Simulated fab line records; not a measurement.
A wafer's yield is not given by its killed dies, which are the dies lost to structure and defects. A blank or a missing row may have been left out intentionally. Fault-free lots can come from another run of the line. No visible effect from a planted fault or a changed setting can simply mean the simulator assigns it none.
fab line records + flow nand_harc
record:
- lots: 13
- wafers: 38
- last_day: 33
route steps=1302 shown A_M0@1157 A_M1@1184
lots that met no fault: from a run of the same line without faults
start_h: hours from the record's opening day to when the first of the lot's shown wafers began + wait_h: hours since the lot's step before + " same as the row above + L1.1+2: several wafers, shown together as one row + - value missing, or start not given + * or withheld: withheld + < > ~ a bound
route shown NAME@n: names a module that has steps shown in the file, with the first one's number in the route + usual: the fault-free wafers' mean and standard deviation + same: alike in all rows + chamber/n: place in a boat + sites: per-site readings + _std_site: their standard deviation + _edge_site: inner sites' mean taken away from outer sites' mean + radius_mm: how far each site lies from the wafer's centre + mask NAME#n: copy n + behind: tool/chamber where the wafer was last shaped + hold: reason for holding the lot/hours on hold/outcome of the hold + device: names the non-switching transistor (n, p or np) + end of line: at the end of the route, the tests of the same wafers + a step without rows: its recipe alone + killed: count of dies lost to structure and defects at first sort (not the wafer's yield) + map: a wafer's dies, x killed, . not, _ none there
set.NAME: the setting the step ran with; set.NAME@STEP: the setting that earlier step ran with + model.NAME: the simulator's own value behind a step, which no gauge read
one table for each step of the route and one row for each wafer, over a sample of lots
services: from which hour (start_h, from the record's first day; less than 0 if before it) a tool's chamber was out of use, for how many hours, and why
== steps ==
step: NHARC_A_M0_PRE_CLEAN_29
recipe:
- time_s: 30
- temp_c: 280
- gas: H2/He
usual:
- heater_power_w: 391/27
| lot.wafer | tool           | chamber | start_h | wait_h | heater_power_w |
|-----------|----------------|---------|---------|--------|----------------|
| L721.1    | pvd_sputter-02 | -       | -       | -      | 378            |
| L721.6    | "              | -       | "       | "      | 376            |
| L721.5    | "              | -       | "       | "      | 427            |
| L722.3    | pvd_sputter-02 | -       | -       | -      | 425            |
| L722.2    | "              | -       | "       | "      | 351            |
| L722.6    | "              | -       | "       | "      | 381            |
| L723.2    | pvd_sputter-01 | -       | -       | -      | 425            |
| L723.4    | "              | -       | "       | "      | 363            |
| L723.6    | "              | -       | "       | "      | 418            |
| L724.1    | pvd_sputter-03 | -       | -       | -      | 385            |
| L724.5    | "              | -       | "       | "      | 356            |
| L724.6    | "              | -       | "       | "      | 389            |
| L729.2    | pvd_sputter-03 | -       | -       | -      | 387            |
| L729.3    | "              | -       | "       | "      | 441            |
| L729.1    | "              | -       | "       | "      | 351            |
| L730.3    | pvd_sputter-01 | -       | -       | -      | 446            |
| L730.4    | "              | -       | "       | "      | 407            |
| L740.4    | pvd_sputter-02 | -       | -       | -      | 355            |
| L740.3    | "              | -       | "       | "      | 381            |
| L740.2    | "              | -       | "       | "      | 388            |
| L739.4    | pvd_sputter-02 | -       | -       | -      | 380            |
| L739.1    | "              | -       | "       | "      | 402            |
| L739.2    | "              | -       | "       | "      | 384            |
| L738.1    | pvd_sputter-01 | -       | -       | -      | 434            |
| L738.4    | "              | -       | "       | "      | 387            |
| L738.3    | "              | -       | "       | "      | 414            |
| L741.3    | pvd_sputter-02 | -       | -       | -      | 397            |
| L741.5    | "              | -       | "       | "      | 374            |
| L741.6    | "              | -       | "       | "      | 389            |
| L743.4    | pvd_sputter-03 | -       | -       | -      | 411            |
| L743.5    | "              | -       | "       | "      | 416            |
| L743.6    | "              | -       | "       | "      | 401            |
| L742.4    | pvd_sputter-02 | -       | -       | -      | 392            |
| L742.1    | "              | -       | "       | "      | 342            |
| L742.3    | "              | -       | "       | "      | 380            |
| L744.4    | pvd_sputter-02 | -       | -       | -      | 352            |
| L744.1    | "              | -       | "       | "      | 365            |
| L744.6    | "              | -       | "       | "      | 409            |
step: NHARC_A_M0_ANNEAL_30
recipe:
- temp_c: 225
- time_s: 90
usual:
- anneal_temp_c_max: 225.87/0.28
- wafer_temp_C_max: 226.1/0.41
| lot.wafer | tool          | chamber | start_h | wait_h | anneal_temp_c_max | wafer_temp_C_max |
|-----------|---------------|---------|---------|--------|-------------------|------------------|
| L721.1    | rtp_anneal-02 | 0       | 534.23  | 0.3    | 226.02            | 226.1            |
| L721.5    | "             | 0       | "       | "      | 225.95            | 226.4            |
| L721.6    | "             | 0       | "       | "      | 226.04            | 226.7            |
| L722.2    | rtp_anneal-01 | 0       | 536.01  | -      | 225.71            | 225.7            |
| L722.3    | "             | 0       | "       | "      | 225.88            | 225.9            |
| L722.6    | "             | 0       | "       | "      | 225.63            | 225.7            |
| L723.2    | rtp_anneal-02 | 0       | 551.92  | -      | 226.23            | 226.4            |
| L723.4    | "             | 0       | "       | "      | 226.02            | 226.7            |
| L723.6    | "             | 0       | "       | "      | 225.72            | 226.1            |
| L724.1    | rtp_anneal-02 | 0       | 574.09  | -      | 226.14            | 227.2            |
| L724.5    | "             | 0       | "       | "      | 226.16            | 227.2            |
| L724.6    | "             | 0       | "       | "      | 226.41            | 226.7            |
| L729.1    | rtp_anneal-01 | 0       | 592.36  | -      | 225.68            | 225.7            |
| L729.2    | "             | 0       | "       | "      | 225.72            | 225.7            |
| L729.3    | "             | 0       | "       | "      | 225.79            | 225.6            |
| L730.3    | rtp_anneal-01 | 0       | 607.67  | -      | 225.60            | 226.5            |
| L730.4    | "             | 0       | "       | "      | 225.73            | 226.2            |
| L740.2    | rtp_anneal-02 | 0       | 703.05  | 0.4    | 226.43            | 226.5            |
| L740.3    | "             | 0       | "       | "      | 226.47            | 226.3            |
| L740.4    | "             | 0       | "       | "      | 225.99            | 226.7            |
| L739.1    | rtp_anneal-02 | 0       | 705.56  | 0.3    | 226.16            | 226.5            |
| L739.2    | "             | 0       | "       | "      | 225.97            | 226.3            |
| L739.4    | "             | 0       | "       | "      | 226.13            | 226.5            |
| L738.1    | rtp_anneal-01 | 0       | 714.13  | -      | 225.74            | 225.7            |
| L738.3    | "             | 0       | "       | "      | 225.84            | 225.7            |
| L738.4    | "             | 0       | "       | "      | 225.86            | 225.8            |
| L741.3    | rtp_anneal-02 | 0       | 733.74  | 0.3    | 226.13            | 226.0            |
| L741.5    | "             | 0       | "       | "      | 226.00            | 226.5            |
| L741.6    | "             | 0       | "       | "      | 226.07            | 226.9            |
| L743.4    | rtp_anneal-01 | 0       | 734.42  | 0.4    | 225.21            | 225.7            |
| L743.5    | "             | 0       | "       | "      | 225.52            | 225.9            |
| L743.6    | "             | 0       | "       | "      | 225.59            | 225.7            |
| L742.1    | rtp_anneal-01 | 0       | 735.08  | 0.3    | 225.46            | 226.0            |
| L742.3    | "             | 0       | "       | "      | 225.51            | 225.7            |
| L742.4    | "             | 0       | "       | "      | 225.62            | 225.5            |
| L744.1    | rtp_anneal-01 | 0       | 747.52  | 0.9    | 225.63            | 225.9            |
| L744.4    | "             | 0       | "       | "      | 225.59            | 225.5            |
| L744.6    | "             | 0       | "       | "      | 225.74            | 225.9            |
step: NHARC_A_M1_ETCH_15
recipe:
- target_depth_a: 1825
- time_s: 91.2
- c4f8_flow_sccm: withheld
- ar_flow_sccm: 400
- rf_w: 600
- bias_w: 300
- chemistry: C4F8/Ar
usual:
- oes_product_au: 0.955/0.02
- rf_fwd_power_W: 595.7/1.8
- rf_vpp_V: 441.4/2.8
| lot.wafer | tool        | chamber | start_h | wait_h | oes_product_au | rf_fwd_power_W | rf_hours_counter_h | rf_vpp_V |
|-----------|-------------|---------|---------|--------|----------------|----------------|--------------------|----------|
| L721.1    | rie_diel-07 | 2       | 536.93  | -      | 0.953          | 592.9          | 0.9                | 439.1    |
| L721.6    | "           | 3       | "       | "      | 0.922          | 597.4          | -                  | 440.3    |
| L721.5    | "           | 0       | "       | "      | 0.928          | 595.7          | -                  | 444.4    |
| L722.2    | rie_diel-07 | 0       | 538.37  | -      | 0.956          | 595.2          | 1.2                | 445.0    |
| L722.3    | "           | 1       | "       | "      | 0.959          | 597.1          | 1.3                | 445.6    |
| L722.6    | "           | 0       | "       | "      | 0.965          | 593.0          | -                  | 444.4    |
| L723.2    | rie_diel-12 | 3       | 554.30  | -      | 0.934          | 596.6          | 7.6                | 438.5    |
| L723.4    | "           | 1       | "       | "      | 0.929          | 598.4          | 5.8                | 444.0    |
| L723.6    | "           | 3       | "       | "      | 0.924          | 596.1          | -                  | 437.7    |
| L724.1    | rie_diel-08 | 2       | 576.72  | -      | 0.951          | 599.9          | 1.4                | 443.3    |
| L724.6    | "           | 1       | "       | "      | 0.951          | 594.7          | -                  | 441.3    |
| L724.5    | "           | 2       | "       | "      | 0.952          | 599.0          | -                  | 443.9    |
| L729.2    | rie_diel-07 | 0       | 595.70  | -      | 0.837          | 597.7          | 2.4                | 442.7    |
| L729.1    | "           | 2       | "       | "      | 0.934          | 594.2          | 2.3                | 440.2    |
| L729.3    | "           | 3       | "       | "      | 0.918          | 594.2          | 1.9                | 439.1    |
| L730.4    | rie_diel-07 | 3       | 610.13  | -      | 0.961          | 597.2          | 2.4                | 440.2    |
| L730.3    | "           | 2       | "       | "      | 0.973          | 594.8          | 2.9                | 438.7    |
| L740.4    | rie_diel-07 | 3       | 705.58  | -      | 0.965          | 596.6          | 1.5                | 440.2    |
| L740.3    | "           | 0       | "       | "      | 0.983          | 595.1          | 1.6                | 444.0    |
| L740.2    | "           | 1       | "       | "      | 0.961          | 595.9          | 1.0                | 444.1    |
| L739.2    | rie_diel-08 | 1       | 708.13  | -      | 0.943          | 595.4          | 8.2                | 439.1    |
| L739.4    | "           | 2       | "       | "      | 0.968          | 595.5          | 7.8                | 442.6    |
| L739.1    | "           | 3       | "       | "      | 0.947          | 596.2          | 7.8                | 442.1    |
| L738.3    | rie_diel-07 | 1       | 716.72  | -      | 0.978          | 600.6          | 1.3                | 443.8    |
| L738.1    | "           | 2       | "       | "      | 0.947          | 593.9          | 1.7                | 439.9    |
| L738.4    | "           | 0       | "       | "      | 0.963          | 599.0          | 1.8                | 444.0    |
| L741.3    | rie_diel-12 | 1       | 736.40  | -      | 0.974          | 596.5          | 6.0                | 445.7    |
| L741.5    | "           | 0       | "       | "      | 0.972          | 596.3          | -                  | 436.8    |
| L741.6    | "           | 1       | "       | "      | 0.969          | 597.0          | -                  | 444.5    |
| L743.4    | rie_diel-08 | 3       | 737.19  | -      | 0.970          | 594.2          | 0.0                | 439.9    |
| L743.5    | "           | 1       | "       | "      | 0.980          | 596.2          | -                  | 440.1    |
| L743.6    | "           | 2       | "       | "      | 0.981          | 598.0          | -                  | 443.6    |
| L742.4    | rie_diel-07 | 3       | 737.52  | -      | 0.955          | 597.7          | 2.4                | 438.7    |
| L742.3    | "           | 0       | "       | "      | 0.954          | 595.5          | 2.6                | 443.6    |
| L742.1    | "           | 2       | "       | "      | 0.947          | 594.8          | 2.4                | 439.2    |
| L744.4    | rie_diel-07 | 2       | 750.10  | -      | 0.957          | 595.7          | 2.7                | 439.5    |
| L744.1    | "           | 3       | "       | "      | 0.979          | 595.0          | 2.7                | 438.5    |
| L744.6    | "           | 2       | "       | "      | 0.955          | 596.0          | -                  | 438.7    |
step: NHARC_A_M1_CD_MEAS_16
usual:
- cd_nm: 119.7/0.55
| lot.wafer | tool      | chamber | start_h | wait_h | cd_nm |
|-----------|-----------|---------|---------|--------|-------|
| L721.1    | cd_sem-03 | -       | 537.04  | -      | 120.0 |
| L721.5    | "         | -       | "       | "      | 119.5 |
| L721.6    | "         | -       | "       | "      | 119.1 |
| L722.2    | cd_sem-01 | -       | 538.51  | -      | 119.3 |
| L722.3    | "         | -       | "       | "      | 120.6 |
| L722.6    | "         | -       | "       | "      | 119.6 |
| L723.2    | cd_sem-01 | -       | 554.44  | -      | 119.3 |
| L723.4    | "         | -       | "       | "      | 118.5 |
| L723.6    | "         | -       | "       | "      | 120.0 |
| L724.1    | cd_sem-02 | -       | 576.85  | -      | 120.0 |
| L724.5    | "         | -       | "       | "      | 120.3 |
| L724.6    | "         | -       | "       | "      | 119.6 |
| L729.1    | cd_sem-01 | -       | 595.85  | -      | 119.5 |
| L729.2    | "         | -       | "       | "      | 119.1 |
| L729.3    | "         | -       | "       | "      | 119.4 |
| L730.3    | cd_sem-01 | -       | 610.26  | -      | 119.7 |
| L730.4    | "         | -       | "       | "      | 120.4 |
| L740.2    | cd_sem-01 | -       | 705.71  | -      | 119.5 |
| L740.3    | "         | -       | "       | "      | 119.8 |
| L740.4    | "         | -       | "       | "      | 118.9 |
| L739.1    | cd_sem-03 | -       | 708.26  | -      | 121.1 |
| L739.2    | "         | -       | "       | "      | 120.4 |
| L739.4    | "         | -       | "       | "      | 120.2 |
| L738.1    | cd_sem-01 | -       | 716.85  | -      | 119.8 |
| L738.3    | "         | -       | "       | "      | 119.5 |
| L738.4    | "         | -       | "       | "      | 119.8 |
| L741.3    | cd_sem-01 | -       | 736.53  | -      | 119.9 |
| L741.5    | "         | -       | "       | "      | 119.8 |
| L741.6    | "         | -       | "       | "      | 119.6 |
| L743.4    | cd_sem-02 | -       | 737.31  | -      | 119.3 |
| L743.5    | "         | -       | "       | "      | 120.1 |
| L743.6    | "         | -       | "       | "      | 120.7 |
| L742.1    | cd_sem-01 | -       | 737.65  | -      | 119.5 |
| L742.3    | "         | -       | "       | "      | 120.2 |
| L742.4    | "         | -       | "       | "      | 119.1 |
| L744.1    | cd_sem-01 | -       | 750.23  | -      | 120.2 |
| L744.4    | "         | -       | "       | "      | 119.7 |
| L744.6    | "         | -       | "       | "      | 120.0 |
== services ==
| tool           | chamber | start_h | hours | kind   |
|----------------|---------|---------|-------|--------|
| pvd_sputter-03 | -       | 535.22  | 10.0  | pm     |
| rie_diel-08    | -       | 544.80  | 9.0   | pm     |
| rie_diel-07    | 3       | 546.66  | 8.5   | repair |
| pvd_sputter-01 | -       | 553.70  | 2.7   | repair |
| rie_diel-08    | 1       | 560.81  | 10.7  | repair |
| rie_diel-12    | 3       | 563.17  | 4.8   | repair |
| pvd_sputter-01 | -       | 570.31  | 2.8   | repair |
| pvd_sputter-01 | -       | 582.00  | 10.0  | pm     |
| rie_diel-08    | 1       | 586.15  | 5.6   | repair |
| rie_diel-07    | 1       | 593.62  | 5.2   | repair |
| rie_diel-08    | 3       | 595.29  | 8.0   | repair |
| rie_diel-08    | -       | 600.66  | 0.7   | repair |
| rie_diel-12    | 1       | 609.82  | 7.2   | repair |
| rie_diel-07    | 2       | 611.95  | 9.3   | repair |
| rie_diel-12    | -       | 622.40  | 9.0   | pm     |
| pvd_sputter-02 | -       | 638.07  | 10.0  | pm     |
| rie_diel-12    | 3       | 641.17  | 2.4   | repair |
| rie_diel-07    | -       | 648.20  | 9.0   | pm     |
| rie_diel-07    | 1       | 667.54  | 6.8   | repair |
| rie_diel-12    | 3       | 708.15  | 3.6   | repair |
| pvd_sputter-03 | -       | 713.22  | 10.0  | pm     |
| rie_diel-08    | -       | 721.80  | 9.0   | pm     |
| rie_diel-08    | 2       | 740.51  | 4.6   | repair |
| rtp_anneal-02  | -       | 744.00  | 12.0  | pm     |
== key ==
first_sign:
- step: NHARC_A_M1_ETCH_15
- reading: oes_product_au
- direction: down
- sigmas: 6
- usual: 0.955
- struck: 0.837
effect none on later readings
met_at NHARC_A_M1_ETCH_15
struck_lots L729
struck_wafers L729.2
later_rows_left_out L729.2
sort_left_out L729.2
not_acting_at NHARC_A_M0_PRE_CLEAN_29,NHARC_A_M0_ANNEAL_30,NHARC_A_M1_CD_MEAS_16
onset_between 538.37 595.70
fault:
- kind: process_parameter_drift
- tool: rie_diel-07
- chamber: 0
- onset_h: 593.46
- steps: NHARC_A_M1_ETCH_15
- channel: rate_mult
- offset: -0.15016
- shape: step
- end_h: 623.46
sort_left_out: the simulated sort isn't trusted on such a fault, so these wafers' sort isn't shown, and their yield isn't known
later_rows_left_out: the simulator's readings of these wafers behind a module that went badly wrong aren't trusted and aren't shown, but for the sort
